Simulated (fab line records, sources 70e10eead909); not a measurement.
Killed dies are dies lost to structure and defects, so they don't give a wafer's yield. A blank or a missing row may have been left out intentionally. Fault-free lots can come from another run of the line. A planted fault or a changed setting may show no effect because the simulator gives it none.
fab line records	flow nandHarc
record: lots: 24	wafers: 72	lastDay: 25
route steps=1159 shown P_M0@267 P_M1@296 P_M2@335 A_START@389
lots that met no fault: taken from a fault-free run of the same line
startH: hours from the record's opening day to when the first of the lot's shown wafers began	waitH: time in hours since the lot's previous step	" the same as in the row above	L1.1+2: a single row standing in for several wafers	- no value, or no start was given	* or withheld: withheld	< > ~ a bound
route shown NAME@n: a module of which the file shows steps, and the number in the route of the first	usual: mean and standard deviation over wafers with no fault	same: alike in all rows	chamber/n: place in a boat	sites: the reading at each site	_std_site: the values' standard deviation	_edge_site: the outer-site mean with the inner-site mean subtracted	radiusMm: how far each site lies from the wafer's centre	mask NAME#n: copy n	behind: the last tool/chamber to shape the wafer	hold: reason for holding the lot/hours on hold/outcome of the hold	device: names the non-switching transistor (n, p or np)	end of line: at the end of the route, the tests of the same wafers	a step with no rows: only its recipe	killed: not the wafer's yield, but the dies lost to structure and defects at the first sort	map: dies across one wafer; x = killed, . = not, _ = none there
set.NAME: the setting as run; set.NAME@STEP: as run at that earlier step	model.NAME: the simulator's own value behind a step, which no gauge read
route steps across a sampled set of lots; one table per step, one row per wafer
services: from which hour (startH, from the record's first day; less than 0 if before it) a tool's chamber was out of use, for how many hours, and why
== steps ==
step: NHARC_P_M0_ETCH_34
recipe: targetDepthA: 400	overetchA: 120	timeS: 43.94	ionEnergyEv: 200	n2FlowSccm: 150	h2FlowSccm: 150	arFlowSccm: 0	rfW: 400	biasW: 150	chemistry: N2/H2
usual: drypumpMotorCurrentA: 5.6/0.44	oesProductAu: 1.001/0.01	rfVppV: 430.8/2	showerheadPlenumPTorr: 2.05/0.066	throttleValvePct: 14.171/0.0083
same: timeS: 43.94
lot.wafer	tool	chamber	startH	waitH	drypumpMotorCurrentA	oesProductAu	rfHoursCounterH	rfVppV	showerheadPlenumPTorr	throttleValvePct
L074.3	rieDiel-10	1	119.88	0.1	5.2	1.000	7	429.9	1.96	14.172
L074.4	"	2	"	"	5.7	1.003	8	431.8	2.14	14.172
L074.5	"	3	"	"	5.4	1.017	-	427.7	1.93	14.168
L075.1	rieDiel-13	3	130.54	0.1	5.8	1.016	1	431.3	2.09	14.169
L075.4	"	0	"	"	5.7	1.011	1	431.8	2.12	14.174
L075.5	"	2	"	"	4.9	0.978	-	428.6	1.96	14.166
L076.2	rieDiel-05	0	131.63	0.1	5.8	0.989	2	430.6	2.06	14.160
L076.4	"	1	"	"	5.1	1.000	11	431.6	2.10	14.176
L076.6	"	0	"	"	5.8	1.006	-	431.5	2.06	14.174
L077.1	rieDiel-13	2	131.84	0.1	4.9	0.984	1	428.4	1.96	14.174
L077.2	"	3	"	"	5.8	1.007	1	432.1	2.09	14.175
L077.6	"	3	"	"	5.8	0.997	-	432.5	2.09	14.158
L079.1	rieDiel-05	1	143.02	0.1	5.1	0.988	12	431.5	2.10	14.168
L079.2	"	2	"	"	5.5	1.000	12	432.5	2.07	14.158
L079.5	"	3	"	"	5.8	1.003	-	431.1	2.05	14.164
L078.3	rieDiel-13	1	144.01	0.1	5.9	1.002	3	429.0	2.04	14.180
L078.4	"	2	"	"	4.9	0.990	-	430.3	1.96	14.163
L078.6	"	0	"	"	5.7	1.017	-	430.8	2.12	14.170
L080.3	rieDiel-05	2	150.24	0.1	5.4	0.994	12	431.7	2.08	14.169
L080.4	"	3	"	"	5.8	1.006	11	430.7	2.05	14.166
L080.5	"	3	"	"	5.8	1.002	-	431.9	2.05	14.162
L081.5	rieDiel-13	2	150.91	0.1	4.9	0.979	-	428.3	1.96	14.174
L081.6	"	3	"	"	5.8	1.014	-	432.7	2.09	14.178
L081.4	"	0	"	"	5.7	1.007	-	433.1	2.12	14.168
L082.2	rieDiel-10	0	164.57	0.1	6.6	0.986	9	431.9	2.16	14.169
L082.1	"	1	"	"	5.2	0.992	10	427.9	1.96	14.167
L082.4	"	3	"	"	5.4	1.000	-	427.7	1.93	14.163
L083.3	rieDiel-10	3	165.11	0.1	5.4	1.001	10	427.9	1.93	14.156
L083.2	"	1	"	"	5.2	0.997	10	429.6	1.96	14.176
L083.5	"	0	"	"	6.6	1.014	-	434.9	2.16	14.169
L084.4	rieDiel-05	3	180.27	0.1	5.8	1.014	0	430.2	2.05	14.184
L084.1	"	2	"	"	5.5	0.998	0	433.1	2.07	14.171
L084.5	"	0	"	"	5.8	1.004	-	431.4	2.06	14.183
L085.2	rieDiel-05	0	180.69	0.1	5.8	1.005	0	430.6	2.06	14.173
L085.1	"	2	"	"	5.4	1.009	0	431.8	2.07	14.168
L085.4	"	2	"	"	5.4	1.004	-	432.1	2.07	14.176
L086.2	rieDiel-05	0	194.37	0.1	5.8	0.998	1	431.5	2.06	14.165
L086.1	"	2	"	"	5.4	0.996	1	429.8	2.07	14.184
L086.4	"	3	"	"	5.8	1.019	1	429.6	2.04	14.180
L087.2	rieDiel-13	2	194.76	0.1	4.9	0.991	8	427.7	1.96	14.154
L087.4	"	3	"	"	5.8	1.013	-	431.4	2.09	14.155
L087.5	"	0	"	"	5.7	1.001	-	434.0	2.12	14.156
L088.4	rieDiel-13	2	200.51	0.1	4.9	0.980	8	425.4	1.96	14.174
L088.2	"	1	"	"	5.9	1.003	5	431.1	2.04	14.156
L088.5	"	2	"	"	4.9	0.988	-	428.8	1.96	14.166
L089.4	rieDiel-10	1	205.32	0.1	5.2	1.003	1	426.4	1.96	14.165
L089.1	"	2	"	"	5.7	1.000	1	432.4	2.14	14.179
L089.3	"	3	"	"	5.4	0.990	1	427.3	1.93	14.173
L090.3	rieDiel-13	0	205.61	0.1	5.7	1.011	7	432.2	2.12	14.167
L090.1	"	1	"	"	5.9	1.013	5	430.4	2.04	14.180
L090.6	"	0	"	"	5.7	1.010	-	430.3	2.12	14.158
L091.4	rieDiel-13	3	215.15	0.1	5.8	0.998	8	432.1	2.09	14.180
L091.3	"	0	"	"	5.7	1.000	7	432.3	2.12	14.168
L091.2	"	2	"	"	4.9	0.983	9	429.9	1.96	14.169
L092.3	rieDiel-05	2	215.94	0.1	5.4	0.992	3	431.7	2.07	14.183
L092.4	"	3	"	"	5.8	1.017	3	430.7	2.04	14.158
L092.6	"	3	"	"	5.8	1.019	-	430.0	2.04	14.162
L093.1	rieDiel-13	1	226.43	0.1	5.9	1.000	6	430.5	2.04	14.171
L093.3	"	3	"	"	5.8	0.999	8	431.8	2.09	14.171
L093.6	"	2	"	"	4.9	0.988	-	428.9	1.96	14.166
L094.2	rieDiel-13	2	228.09	0.1	4.9	0.991	10	428.7	1.96	14.180
L094.4	"	3	"	"	5.8	1.013	8	432.0	2.09	14.181
L094.3	"	0	"	"	5.7	1.002	8	431.6	2.12	14.178
L095.2	rieDiel-05	0	239.62	0.1	5.8	0.989	5	431.8	2.05	14.191
L095.4	"	1	"	"	5.1	0.992	4	431.6	2.09	14.177
L095.1	"	2	"	"	5.4	0.996	4	432.0	2.07	14.172
L097.4	rieDiel-10	0	248.42	0.1	6.6	1.004	4	434.9	2.16	14.164
L097.1	"	1	"	"	5.2	0.997	6	425.9	1.96	14.170
L097.6	"	3	"	"	5.4	0.987	-	427.7	1.93	14.169
L096.3	rieDiel-13	0	253.13	0.1	5.7	1.016	10	432.5	2.12	14.156
L096.1	"	1	"	"	5.9	1.001	8	431.2	2.04	14.162
L096.5	"	2	"	"	4.9	0.990	-	427.5	1.96	14.170
step: NHARC_P_M0_DEGAS_28
recipe: tempC: 250	timeS: 60
usual: heaterPowerW: 326/37
same: timeS: 60
lot.wafer	tool	chamber	startH	waitH	heaterPowerW
L074.3	pvdSputter-03	-	120.70	-	337
L074.4	"	-	"	"	323
L074.5	"	-	"	"	345
L075.1	pvdSputter-02	-	131.37	-	403
L075.4	"	-	"	"	343
L075.5	"	-	"	"	392
L076.4	pvdSputter-01	-	132.52	-	360
L076.2	"	-	"	"	357
L076.6	"	-	"	"	359
L077.2	pvdSputter-03	-	132.69	-	316
L077.1	"	-	"	"	378
L077.6	"	-	"	"	325
L079.2	pvdSputter-03	-	143.85	-	325
L079.1	"	-	"	"	314
L079.5	"	-	"	"	310
L078.3	pvdSputter-03	-	144.87	-	379
L078.4	"	-	"	"	322
L078.6	"	-	"	"	337
L080.3	pvdSputter-01	-	151.14	-	328
L080.4	"	-	"	"	361
L080.5	"	-	"	"	328
L081.4	pvdSputter-01	-	151.83	-	330
L081.5	"	-	"	"	353
L081.6	"	-	"	"	360
L082.1	pvdSputter-02	-	165.44	-	340
L082.2	"	-	"	"	262
L082.4	"	-	"	"	403
L083.3	pvdSputter-02	-	166.04	-	392
L083.2	"	-	"	"	341
L083.5	"	-	"	"	287
L084.1	pvdSputter-01	-	181.17	-	254
L084.4	"	-	"	"	327
L084.5	"	-	"	"	250
L085.1	pvdSputter-02	-	181.63	-	285
L085.2	"	-	"	"	401
L085.4	"	-	"	"	332
L086.1	pvdSputter-03	-	195.21	-	319
L086.4	"	-	"	"	309
L086.2	"	-	"	"	377
L087.2	pvdSputter-03	-	195.70	-	322
L087.4	"	-	"	"	339
L087.5	"	-	"	"	317
L088.4	pvdSputter-01	-	201.35	-	249
L088.2	"	-	"	"	350
L088.5	"	-	"	"	331
L089.4	pvdSputter-03	-	206.14	-	343
L089.1	"	-	"	"	319
L089.3	"	-	"	"	374
L090.3	pvdSputter-01	-	206.44	-	341
L090.1	"	-	"	"	347
L090.6	"	-	"	"	254
L091.2	pvdSputter-01	-	215.98	-	351
L091.4	"	-	"	"	330
L091.3	"	-	"	"	251
L092.4	pvdSputter-03	-	216.79	-	311
L092.3	"	-	"	"	343
L092.6	"	-	"	"	318
L093.3	pvdSputter-03	-	227.28	-	317
L093.1	"	-	"	"	359
L093.6	"	-	"	"	341
L094.2	pvdSputter-01	-	228.94	-	332
L094.3	"	-	"	"	345
L094.4	"	-	"	"	259
L095.4	pvdSputter-03	-	240.46	-	380
L095.1	"	-	"	"	347
L095.2	"	-	"	"	318
L097.1	pvdSputter-01	-	249.27	-	255
L097.4	"	-	"	"	342
L097.6	"	-	"	"	340
L096.3	pvdSputter-02	-	253.97	-	281
L096.1	"	-	"	"	325
L096.5	"	-	"	"	284
step: NHARC_P_M0_ANNEAL_30
recipe: tempC: 225	timeS: 90
usual: wafer_temp_C_max: 226.5/0.34
same: timeS: 90
lot.wafer	tool	chamber	startH	waitH	wafer_temp_C_max
L074.3	rtpAnneal-01	0	121.54	-	226.9
L074.4	"	0	"	"	227.9
L074.5	"	0	"	"	226.7
L075.1	rtpAnneal-02	0	132.10	0.3	226.3
L075.4	"	0	"	"	226.7
L075.5	"	0	"	"	226.7
L076.2	rtpAnneal-02	0	133.68	-	225.8
L076.4	"	0	"	"	226.2
L076.6	"	0	"	"	226.5
L077.1	rtpAnneal-01	0	133.83	-	226.6
L077.2	"	0	"	"	226.4
L077.6	"	0	"	"	226.4
L079.1	rtpAnneal-01	0	144.60	0.3	226.7
L079.2	"	0	"	"	226.6
L079.5	"	0	"	"	226.8
L078.3	rtpAnneal-02	0	145.76	0.4	226.5
L078.4	"	0	"	"	226.1
L078.6	"	0	"	"	226.3
L080.3	rtpAnneal-02	0	152.13	-	226.6
L080.4	"	0	"	"	226.1
L080.5	"	0	"	"	226.4
L081.4	rtpAnneal-01	0	152.80	-	226.6
L081.5	"	0	"	"	226.6
L081.6	"	0	"	"	227.1
L082.1	rtpAnneal-02	0	166.17	-	226.6
L082.2	"	0	"	"	226.2
L082.4	"	0	"	"	226.3
L083.2	rtpAnneal-01	0	166.82	-	226.2
L083.3	"	0	"	"	226.6
L083.5	"	0	"	"	226.5
L084.1	rtpAnneal-02	0	181.92	0.3	226.4
L084.4	"	0	"	"	226.1
L084.5	"	0	"	"	226.3
L085.1	rtpAnneal-01	0	182.96	0.3	227.5
L085.2	"	0	"	"	226.8
L085.4	"	0	"	"	226.7
L086.1	rtpAnneal-01	0	195.95	-	226.6
L086.2	"	0	"	"	226.6
L086.4	"	0	"	"	226.7
L087.2	rtpAnneal-01	0	196.79	0.6	225.9
L087.4	"	0	"	"	226.1
L087.5	"	0	"	"	226.9
L088.2	rtpAnneal-01	0	202.12	-	227.1
L088.4	"	0	"	"	226.6
L088.5	"	0	"	"	227.2
L089.1	rtpAnneal-01	0	207.00	0.3	226.5
L089.3	"	0	"	"	226.7
L089.4	"	0	"	"	226.9
L090.1	rtpAnneal-02	0	207.18	-	226.4
L090.3	"	0	"	"	226.7
L090.6	"	0	"	"	226.5
L091.2	rtpAnneal-01	0	216.77	-	226.6
L091.3	"	0	"	"	226.3
L091.4	"	0	"	"	226.4
L092.3	rtpAnneal-01	0	217.63	-	226.3
L092.4	"	0	"	"	226.9
L092.6	"	0	"	"	226.0
L093.1	rtpAnneal-02	0	228.08	-	226.3
L093.3	"	0	"	"	226.1
L093.6	"	0	"	"	226.4
L094.2	rtpAnneal-01	0	229.75	0.4	227.0
L094.3	"	0	"	"	225.9
L094.4	"	0	"	"	226.6
L095.1	rtpAnneal-02	0	241.44	0.6	226.3
L095.2	"	0	"	"	226.3
L095.4	"	0	"	"	226.4
L097.1	rtpAnneal-01	0	250.00	0.3	226.7
L097.4	"	0	"	"	226.5
L097.6	"	0	"	"	226.6
L096.1	rtpAnneal-01	0	254.77	0.3	226.2
L096.3	"	0	"	"	226.3
L096.5	"	0	"	"	226.7
step: NHARC_P_M1_OVL_MEAS_10
recipe: pitchNm: 260
usual: overlayXNm: 0.1/0.82	overlayYNm: 0.1/0.9
lot.wafer	tool	chamber	startH	waitH	overlayXNm	overlayYNm
L074.3	overlay-01	-	123.61	-	-1.2	0.2
L074.4	"	-	"	"	-0.8	0.8
L074.5	"	-	"	"	-0.9	0.8
L075.1	overlay-01	-	134.40	-	1.5	-0.7
L075.4	"	-	"	"	1.5	0.1
L075.5	"	-	"	"	0.9	-0.2
L076.2	overlay-01	-	135.80	-	0.1	0.1
L076.4	"	-	"	"	-0.3	0.4
L076.6	"	-	"	"	0.4	0.4
L077.1	overlay-02	-	136.15	-	0.6	0.9
L077.2	"	-	"	"	0.5	0.6
L077.6	"	-	"	"	0.3	0.9
L079.1	overlay-01	-	146.88	-	-0.4	0.6
L079.2	"	-	"	"	-0.1	1.3
L079.5	"	-	"	"	0.1	0.8
L078.3	overlay-02	-	147.96	-	-0.3	1.2
L078.4	"	-	"	"	-0.4	1.5
L078.6	"	-	"	"	-0.8	1.4
L080.3	overlay-02	-	154.19	-	0.1	0.4
L080.4	"	-	"	"	0.0	0.1
L080.5	"	-	"	"	-0.3	0.0
L081.4	overlay-01	-	154.95	-	1.0	1.6
L081.5	"	-	"	"	0.6	1.4
L081.6	"	-	"	"	1.3	1.3
L082.1	overlay-01	-	168.49	-	0.8	2.0
L082.2	"	-	"	"	0.2	1.9
L082.4	"	-	"	"	0.6	1.3
L083.2	overlay-02	-	169.07	-	-0.5	0.8
L083.3	"	-	"	"	-0.3	0.1
L083.5	"	-	"	"	-0.4	1.0
L084.1	overlay-02	-	184.24	-	-0.6	0.4
L084.4	"	-	"	"	-1.0	0.1
L084.5	"	-	"	"	-1.3	0.4
L085.1	overlay-02	-	185.24	-	1.2	0.5
L085.2	"	-	"	"	1.3	0.5
L085.4	"	-	"	"	0.6	0.2
L086.1	overlay-01	-	198.20	-	-0.6	0.5
L086.2	"	-	"	"	-0.4	0.4
L086.4	"	-	"	"	-0.1	-0.3
L087.2	overlay-02	-	199.22	-	-0.6	-0.4
L087.4	"	-	"	"	-0.9	-0.6
L087.5	"	-	"	"	-1.6	-0.4
L088.2	overlay-01	-	204.88	-	0.6	-0.1
L088.4	"	-	"	"	0.5	-0.3
L088.5	"	-	"	"	-0.1	-0.7
L089.1	overlay-01	-	209.38	-	-0.1	-0.2
L089.3	"	-	"	"	-0.5	-0.5
L089.4	"	-	"	"	0.0	-0.4
L090.1	overlay-02	-	209.66	-	0.4	-0.5
L090.3	"	-	"	"	1.1	-0.5
L090.6	"	-	"	"	1.5	-0.3
L091.2	overlay-01	-	218.91	-	-1.0	-0.8
L091.3	"	-	"	"	-0.6	-1.1
L091.4	"	-	"	"	-1.0	-0.3
L092.3	overlay-02	-	219.82	-	0.8	-0.9
L092.4	"	-	"	"	1.0	-1.4
L092.6	"	-	"	"	0.3	-1.0
L093.1	overlay-01	-	230.41	-	-0.4	-1.5
L093.3	"	-	"	"	-0.4	-1.7
L093.6	"	-	"	"	0.0	-1.1
L094.2	overlay-01	-	232.02	-	0.2	0.1
L094.3	"	-	"	"	-0.7	0.7
L094.4	"	-	"	"	-1.0	0.6
L095.1	overlay-02	-	243.71	-	0.0	-1.2
L095.2	"	-	"	"	-0.6	-1.5
L095.4	"	-	"	"	-0.4	-1.3
L097.1	overlay-02	-	252.46	-	1.5	1.5
L097.4	"	-	"	"	1.1	1.2
L097.6	"	-	"	"	0.7	1.5
L096.1	overlay-01	-	257.24	-	1.2	0.3
L096.3	"	-	"	"	1.5	0.1
L096.5	"	-	"	"	1.3	-0.6
step: NHARC_P_M2_STRIP_18
recipe: powerW: 1000	n2FlowSccm: 150	h2FlowSccm: 150	arFlowSccm: 0	biasW: 0	chemistry: N2/H2
usual: drypumpMotorCurrentA: 5.4/0.31	oesProductAu: 1.000/0.011	rfVppV: 90.4/0.97	showerheadPlenumPTorr: 1.98/0.067	throttleValvePct: 14.170/0.0093
lot.wafer	tool	chamber	startH	waitH	drypumpMotorCurrentA	oesProductAu	rfHoursCounterH	rfVppV	showerheadPlenumPTorr	throttleValvePct
L074.3	rieDiel-09	2	128.30	0.1	5.6	1.001	1	90.0	2.07	14.153
L074.4	"	3	"	"	5.1	0.986	1	90.5	1.93	14.155
L074.5	"	2	"	"	5.6	0.996	-	90.9	2.07	14.164
L075.1	rieDiel-09	3	139.43	0.1	5.1	0.987	1	90.0	1.93	14.184
L075.4	"	1	"	"	5.3	0.989	1	89.5	1.92	14.174
L075.5	"	2	"	"	5.5	1.004	-	91.0	2.07	14.171
L076.4	rieDiel-09	3	140.61	0.1	5.0	0.985	2	88.8	1.93	14.163
L076.2	"	0	"	"	5.5	1.006	2	89.8	1.98	14.176
L076.6	"	3	"	"	5.0	0.991	-	90.0	1.93	14.160
L077.2	rieDiel-09	0	140.94	0.1	5.5	1.006	2	89.5	1.98	14.165
L077.1	"	1	"	"	5.3	0.992	2	89.9	1.92	14.169
L077.6	"	2	"	"	5.6	0.999	-	90.7	2.07	14.181
L079.2	rieDiel-09	2	151.69	0.1	5.6	0.999	2	90.0	2.07	14.170
L079.1	"	1	"	"	5.3	0.990	2	91.6	1.92	14.166
L079.5	"	2	"	"	5.5	1.005	-	92.8	2.07	14.176
L078.4	rieDiel-09	3	152.73	0.1	5.0	1.000	2	90.9	1.92	14.191
L078.3	"	0	"	"	5.6	1.009	2	89.5	1.97	14.160
L078.6	"	3	"	"	5.1	0.991	-	89.8	1.93	14.181
L080.3	rieDiel-09	2	158.86	0.1	5.6	1.000	2	90.8	2.07	14.164
L080.4	"	0	"	"	5.5	0.996	3	90.3	1.97	14.165
L080.5	"	2	"	"	5.5	1.006	-	91.3	2.07	14.161
L081.4	rieDiel-09	0	159.96	0.1	5.6	1.015	3	90.4	1.97	14.169
L081.5	"	1	"	"	5.3	0.996	-	89.8	1.92	14.167
L081.6	"	2	"	"	5.6	1.005	-	91.1	2.07	14.172
L082.1	rieDiel-09	0	173.18	0.1	5.6	1.007	3	88.8	1.97	14.166
L082.2	"	3	"	"	5.1	0.994	3	89.1	1.92	14.161
L082.4	"	1	"	"	5.3	0.995	-	89.5	1.92	14.172
L083.3	rieDiel-09	3	174.22	0.1	5.1	0.977	3	91.4	1.92	14.166
L083.2	"	0	"	"	5.6	1.005	3	89.3	1.97	14.176
L083.5	"	3	"	"	5.1	0.980	-	90.5	1.92	14.177
L084.1	rieDiel-09	0	188.93	0.1	5.6	1.003	4	91.1	1.97	14.173
L084.4	"	2	"	"	5.6	0.989	3	92.2	2.07	14.162
L084.5	"	3	"	"	5.0	0.987	-	89.2	1.92	14.172
L085.1	rieDiel-09	0	189.90	0.1	5.6	1.017	4	90.1	1.97	14.165
L085.4	"	1	"	"	5.3	0.994	4	89.7	1.92	14.181
L085.2	"	3	"	"	5.1	0.988	4	89.9	1.92	14.184
L086.4	rieDiel-09	0	202.99	0.1	5.6	1.013	5	90.2	1.97	14.159
L086.2	"	1	"	"	5.3	0.997	4	90.1	1.92	14.173
L086.1	"	2	"	"	5.6	0.998	3	91.5	2.07	14.168
L087.4	rieDiel-09	3	203.79	0.1	5.0	0.989	5	90.5	1.92	14.177
L087.2	"	0	"	"	5.5	1.016	5	89.6	1.97	14.177
L087.5	"	2	"	"	5.6	1.007	-	92.9	2.07	14.181
L088.2	rieDiel-09	3	209.78	0.1	5.0	0.993	5	90.6	1.92	14.168
L088.4	"	0	"	"	5.6	1.031	5	90.9	1.97	14.190
L088.5	"	2	"	"	5.6	1.005	-	90.6	2.07	14.189
L089.1	rieDiel-09	1	214.16	0.1	5.3	0.996	5	88.3	1.92	14.168
L089.4	"	3	"	"	5.1	0.996	5	90.7	1.92	14.175
L089.3	"	0	"	"	5.6	1.007	5	90.5	1.97	14.163
L090.1	rieDiel-09	0	214.52	0.1	5.6	1.017	5	90.5	1.97	14.169
L090.3	"	1	"	"	5.3	1.000	5	89.8	1.92	14.152
L090.6	"	0	"	"	5.6	1.003	-	88.9	1.97	14.172
L091.3	rieDiel-12	0	223.77	0.1	5.5	1.013	3	89.6	2.04	14.168
L091.2	"	1	"	"	4.7	0.999	3	92.3	2.15	14.169
L091.4	"	2	"	"	5.2	1.025	3	90.0	2.00	14.177
L092.3	rieDiel-09	3	224.59	0.1	5.1	0.987	6	89.3	1.92	14.158
L092.4	"	2	"	"	5.6	1.003	-	90.9	2.06	14.156
L092.6	"	3	"	"	5.1	0.983	-	90.7	1.92	14.166
L093.3	rieDiel-09	1	235.06	0.1	5.3	0.984	6	89.8	1.92	14.175
L093.1	"	2	"	"	5.6	0.995	5	90.3	2.06	14.167
L093.6	"	0	"	"	5.5	1.018	-	90.3	1.97	14.168
L094.3	rieDiel-12	3	236.93	0.1	6.2	1.000	5	90.7	1.95	14.161
L094.2	"	1	"	"	4.7	1.005	5	89.8	2.15	14.162
L094.4	"	2	"	"	5.2	1.021	-	90.4	2.00	14.164
L095.2	rieDiel-12	1	248.46	0.1	4.7	1.017	8	91.1	2.15	14.175
L095.1	"	3	"	"	6.2	1.010	8	90.3	1.95	14.170
L095.4	"	0	"	"	5.5	1.006	5	91.5	2.04	14.170
L097.4	rieDiel-02	1	257.25	0.1	5.5	1.007	34	90.7	2.08	14.178
L097.1	"	3	"	"	5.4	0.987	34	89.7	2.05	14.153
L097.6	"	0	"	"	5.9	1.002	-	90.9	2.01	14.181
L096.3	rieDiel-12	2	262.59	0.2	5.1	1.011	10	92.7	2.00	14.141
L096.1	"	3	"	"	6.1	1.002	10	89.8	1.95	14.171
L096.5	"	2	"	"	5.2	1.017	-	90.9	2.00	14.163
step: NHARC_A_START_INSPECT_01
usual: rawDefectCount: 3.2/1.7
lot.wafer	tool	chamber	startH	waitH	rawDefectCount
L074.3	defectInspect-02	-	135.51	-	2
L074.4	"	-	"	"	4
L074.5	"	-	"	"	1
L075.1	defectInspect-01	-	146.71	-	1
L075.4	"	-	"	"	3
L075.5	"	-	"	"	4
L076.2	defectInspect-01	-	147.93	-	5
L076.4	"	-	"	"	3
L076.6	"	-	"	"	4
L077.1	defectInspect-01	-	148.22	-	4
L077.2	"	-	"	"	6
L077.6	"	-	"	"	4
L079.1	defectInspect-01	-	158.82	-	1
L079.2	"	-	"	"	0
L079.5	"	-	"	"	2
L078.3	defectInspect-01	-	160.00	-	3
L078.4	"	-	"	"	3
L078.6	"	-	"	"	5
L080.3	defectInspect-01	-	166.72	-	3
L080.4	"	-	"	"	7
L080.5	"	-	"	"	8
L081.4	defectInspect-01	-	167.36	-	2
L081.5	"	-	"	"	2
L081.6	"	-	"	"	4
L082.1	defectInspect-01	-	180.40	-	3
L082.2	"	-	"	"	2
L082.4	"	-	"	"	4
L083.2	defectInspect-01	-	181.46	-	4
L083.3	"	-	"	"	1
L083.5	"	-	"	"	1
L084.1	defectInspect-02	-	196.12	-	5
L084.4	"	-	"	"	2
L084.5	"	-	"	"	2
L085.1	defectInspect-02	-	197.61	-	3
L085.2	"	-	"	"	3
L085.4	"	-	"	"	2
L086.1	defectInspect-01	-	210.26	-	3
L086.2	"	-	"	"	1
L086.4	"	-	"	"	3
L087.2	defectInspect-02	-	211.06	-	4
L087.4	"	-	"	"	5
L087.5	"	-	"	"	2
L088.2	defectInspect-02	-	217.23	-	4
L088.4	"	-	"	"	5
L088.5	"	-	"	"	6
L089.1	defectInspect-02	-	222.14	-	2
L089.3	"	-	"	"	2
L089.4	"	-	"	"	1
L090.1	defectInspect-02	-	222.23	-	6
L090.3	"	-	"	"	2
L090.6	"	-	"	"	8
L091.2	defectInspect-01	-	230.93	-	3
L091.3	"	-	"	"	3
L091.4	"	-	"	"	3
L092.3	defectInspect-01	-	231.75	-	3
L092.4	"	-	"	"	4
L092.6	"	-	"	"	3
L093.1	defectInspect-02	-	242.38	-	3
L093.3	"	-	"	"	2
L093.6	"	-	"	"	2
L094.2	defectInspect-01	-	244.21	-	2
L094.3	"	-	"	"	3
L094.4	"	-	"	"	3
L095.1	defectInspect-01	-	255.52	-	1
L095.2	"	-	"	"	5
L095.4	"	-	"	"	7
L097.1	defectInspect-01	-	264.97	-	3
L097.4	"	-	"	"	3
L097.6	"	-	"	"	3
L096.1	defectInspect-02	-	269.81	-	5
L096.3	"	-	"	"	5
L096.5	"	-	"	"	3
== services ==
tool	chamber	startH	hours	kind
rieDiel-13	-	99.00	9.0	pm
pvdSputter-03	-	102.00	10.0	pm
rieDiel-13	0	125.01	3.0	repair
rieDiel-09	-	127.60	0.3	repair
rieDiel-10	2	130.99	34.8	repair
rieDiel-13	3	133.70	11.5	repair
rieDiel-13	1	148.44	9.1	repair
pvdSputter-01	-	158.00	10.0	pm
rieDiel-09	2	161.96	8.5	repair
rieDiel-05	-	163.60	9.0	pm
rieDiel-13	0	167.89	5.2	repair
rieDiel-09	2	170.48	10.0	repair
rieDiel-13	1	170.89	24.5	repair
rieDiel-10	-	176.50	9.0	pm
rieDiel-05	1	180.34	6.3	repair
rieDiel-12	-	187.46	0.5	repair
rieDiel-12	1	196.11	8.9	repair
rieDiel-12	-	202.40	9.0	pm
rieDiel-09	1	216.04	13.2	repair
pvdSputter-02	-	217.91	10.0	pm
rieDiel-10	0	234.56	13.4	repair
rieDiel-10	3	238.47	3.1	repair
rieDiel-09	1	240.65	5.4	repair
rieDiel-09	-	254.10	9.0	pm
== key ==
fault none
